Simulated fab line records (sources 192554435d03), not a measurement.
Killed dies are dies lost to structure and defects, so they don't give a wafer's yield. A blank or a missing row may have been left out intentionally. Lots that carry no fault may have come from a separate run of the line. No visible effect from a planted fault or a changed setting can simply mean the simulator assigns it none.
Struck lot and sound lot, side by side    flow n5-finfet    37 out of 1938 route steps
Sound: wafers L115.2, L115.3, L115.6. Wafers L123.2, L123.3, L123.5 were the ones struck. The cause is given at the end.
At each step with rows: each side's tool, then ch and its chambers, then its first start. Under that, the readings that differ: sound wafers    struck wafers    difference of the means    sigmas: that difference in standard deviations of wafers without a fault.
alike: words and numbers the same on both sides, and readings whose means are apart by under 2 such deviations; not compared: readings that were withheld, readings missing a value for some wafer, numbers with overlapping values and no deviation given by the record, and bounds like >300 which may hide the same value.
A row with sigmas, a row that says differs or no value, or rows on one side alone: a step with any of these is where the two part. When numbers do not overlap yet have no deviation, they are printed without sigmas and do not part them. Lack of a reading on every wafer of one side parts them only where that side has two or more wafers.

first, 9 steps without rows for these wafers: N5_STI_FIN_REVEAL_PRECLEAN_18 (cleans in SC2, time 45 s); N5_STI_FIN_REVEAL_SRD_28 (time 30 s); N5_DUMMY_GATE_PRECLEAN_00 (cleans in O3/DIW, time 60 s); N5_DUMMY_GATE_SRD_01 (time 30 s); N5_DUMMY_GATE_ALD_02 (deposits SiO2, target thk 2 nm, pulse time 1 s); N5_DUMMY_GATE_CVD_03 (deposits a-Si from SiH4, target thk 150 nm, time 8042 s); N5_DUMMY_GATE_PRECLEAN_46 (cleans in DIW, time 89.5 s); N5_DUMMY_GATE_SRD_47 (dry time 32 s); N5_DUMMY_GATE_CMP_04 (polishes a-Si).
N5_DUMMY_GATE_HM_DEP_06: deposits SiNx from DCS/NH3, target thk 80 nm, time 5141 s.
  sound on lpcvd-02 ch 1/20,1/25,1/39, day 3 07:09; struck on lpcvd-02 ch 0/45,0/50,0/59, day 5 11:59
reading                                         sound           struck          difference  sigmas
model.SiNx_of_DUMMY_GATE_HM_DEP_06.thk-nm (nm)  80.4 79.8 79.6  48.4 47.8 47.4  -32.1       
  alike: zone-power-lower-pct
then, 24 steps without rows for these wafers: N5_DUMMY_GATE_PECVD_30 (deposits SiO2 from TEOS/O2, target thk 55 nm, time 10.8 s); N5_DUMMY_GATE_COAT_34 (time 60 s, resist thk 60 nm); N5_DUMMY_GATE_COAT_35 (time 60 s, resist thk 10 nm); N5_DUMMY_GATE_COAT_28 (time 60 s, resist thk 10 nm); N5_DUMMY_GATE_COAT_09 (resist thk 30 nm); N5_DUMMY_GATE_EBR_11; N5_DUMMY_GATE_SOFTBAKE_10 (time 60 s); N5_DUMMY_GATE_EXPOSE_12 (exposes mask GATE, target cd 25 nm); N5_DUMMY_GATE_PEB_13 (peb time 60 s); N5_DUMMY_GATE_DEVELOP_14 (develop time 30 s); N5_DUMMY_GATE_DESCUM_20 (chemistry O2, time 6.2 s); N5_DUMMY_GATE_ETCH_29 (etches underlayer in N2/H2, target depth 13 nm); N5_DUMMY_GATE_ETCH_36 (etches SiARC in CF4, target depth 13 nm); N5_DUMMY_GATE_ETCH_37 (etches SOC in N2/H2, target depth 60 nm, overetch 30 nm); N5_DUMMY_GATE_STRIP_38 (strips in N2/H2); N5_DUMMY_GATE_STRIP_39 (strips in N2/H2); N5_DUMMY_GATE_TRIM_49 (chemistry O2, time 29 s, target cd 14 nm); N5_DUMMY_GATE_STRIP_40 (strips in CF4); N5_DUMMY_GATE_ETCH_31 (etches SiO2 in C4F6/O2, target depth 82.5 nm, time 27.5 s); N5_DUMMY_GATE_STRIP_41 (strips in O2); N5_DUMMY_GATE_HM_OPEN_21 (chemistry CH3F/O2, target SiNx, target depth 120 nm, time 171.4 s); N5_DUMMY_GATE_ETCH_32 (etches SiO2 in CF4, target depth 3.5 nm, time 3.9 s); N5_DUMMY_GATE_ETCH_23 (etches poly-Si in HBr/Cl2/O2, target depth 41 nm, time 22.3 s); N5_DUMMY_GATE_ETCH_44 (etches poly-Si in HBr/O2, stops on SiO2, target depth 127.5 nm).
N5_ILD0_CMP_03: polishes, stops on SiNx, t overpolish 1.9 s, target thk 197.38 nm.
  sound on cmp-01 ch 1,2, day 4 02:56; struck on cmp-03 ch 0,1,3, day 6 06:34
reading                                         sound           struck          difference  sigmas
model.SiNx_of_DUMMY_GATE_HM_DEP_06.thk-nm (nm)  77.4 76.8 76.6  45.4 44.8 44.4  -32.1       
  alike: motor-current-A, overpolish-run-s, time-to-endpoint-s
-- the record jumps here: 6 days lie between the struck wafers' starts before and after (it left off in module ILD0 and takes up again in module BEOL_M4, whose first step shown is number 1111 of the route) --
N5_BEOL_M4_RC_MEAS_101:
  sound on prober-02 ch 0, day 10 08:08; struck on prober-02 ch 0, day 12 12:58
  alike: DIBL_N, DIBL_P, IOFF_N, IOFF_P, ION_N, ION_P, SS_N, SS_P, VT_N, VT_P
-- record jumps: 4 days separate the struck wafers' starts on either side; left off in module BEOL_M4, taken up again in module PASSIVATION, whose first shown step is the route's number 1936 --
N5_PASSIVATION_PROBE_49:
  only the struck wafers here have rows in the record (prober-01, day 16 15:55); the sound ones have none

== WHERE THEY PART ==
Only at N5_PASSIVATION_PROBE_49, within this record.

WHY: the cause the simulator had injected
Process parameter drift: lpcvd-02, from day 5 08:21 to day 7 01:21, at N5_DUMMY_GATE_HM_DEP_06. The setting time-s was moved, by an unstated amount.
